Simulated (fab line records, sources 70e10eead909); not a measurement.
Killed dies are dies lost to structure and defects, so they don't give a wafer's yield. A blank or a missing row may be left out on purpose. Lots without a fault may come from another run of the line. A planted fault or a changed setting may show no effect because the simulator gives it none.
Chamber matching | flow nand_harc | NHARC_A_STAIRCASE_TRIM_196 on rie_diel-03: 4 sister chambers
The step chemistry O2, time 211.2 s. 14 wafers are shown with their chamber, then 7 later ones without.

WAFERS WITH THEIR CHAMBER
wafer  | chamber | showerhead_plenum_p_Torr (Torr) | drypump_motor_current_A (A) | oes_product_au (a.u.)
L075.4 | 1       | 3.34                            | 6.4                         | 1.001
L075.5 | 1       | 3.34                            | 6.4                         | 1.003
L075.6 | 0       | 3.29                            | 5.3                         | 0.999
L077.1 | 1       | 3.33                            | 6.4                         | 1.005
L077.2 | 3       | 3.71                            | 6.4                         | 1.005
L077.6 | 2       | 3.51                            | 6.8                         | 1.007
L080.3 | 3       | 3.71                            | 6.4                         | 1.002
L080.5 | 2       | 3.50                            | 6.8                         | 0.999
L080.6 | 1       | 3.33                            | 6.4                         | 0.999
L081.2 | 1       | 3.33                            | 6.4                         | 1.001
L081.4 | 2       | 3.50                            | 6.7                         | 1.012
L081.6 | 2       | 3.50                            | 6.8                         | 1.007
L084.1 | 0       | 3.28                            | 5.3                         | 0.989
L084.2 | 2       | 3.50                            | 6.7                         | 1.003

SIGNATURES (means of the wafers above)
reading                  | chamber 0 | chamber 1 | chamber 2 | chamber 3 | scatter within a chamber
showerhead_plenum_p_Torr | 3.2850    | 3.3340    | 3.5020    | 3.7100    | 0.005
drypump_motor_current_A  | 5.300     | 6.400     | 6.760     | 6.400     | 0.0346
oes_product_au           | 0.99400   | 1.00180   | 1.00560   | 1.00350   | 0.00413
Rule: a wafer's distance from a chamber is the root of the sum, over the readings, of the square of ((its reading less the chamber's mean) divided by the reading's scatter). The wafer belongs to the nearest chamber; if the next one is less than 2 further off, it can't be placed. The scatter: the root of (the sum of the squares of (reading less its chamber's mean) over the shown wafers, divided by (wafers less chambers)).

WAFERS WITHOUT THEIR CHAMBER
wafer  | showerhead_plenum_p_Torr (Torr) | drypump_motor_current_A (A) | oes_product_au (a.u.)
L084.3 | 3.33                            | 6.4                         | 0.987
L090.1 | 3.32                            | 6.4                         | 0.992
L090.3 | 3.49                            | 6.8                         | 1.011
L090.6 | 3.69                            | 6.4                         | 0.985
L097.2 | 3.31                            | 6.4                         | 0.999
L097.4 | 3.27                            | 5.3                         | 1.000
L097.5 | 3.27                            | 5.3                         | 1.006

WHICH CHAMBER EACH WENT THROUGH
wafer  | from the rows above | in truth
L084.3 | 1                   | 1
L090.1 | 1                   | 1
L090.3 | 2                   | 2
L090.6 | 3                   | 3
L097.2 | 1                   | 1
L097.4 | 0                   | 0
L097.5 | 0                   | 0
Placed correctly: 7 of 7. Can't be placed from these rows: 0. Placed wrongly: 0.
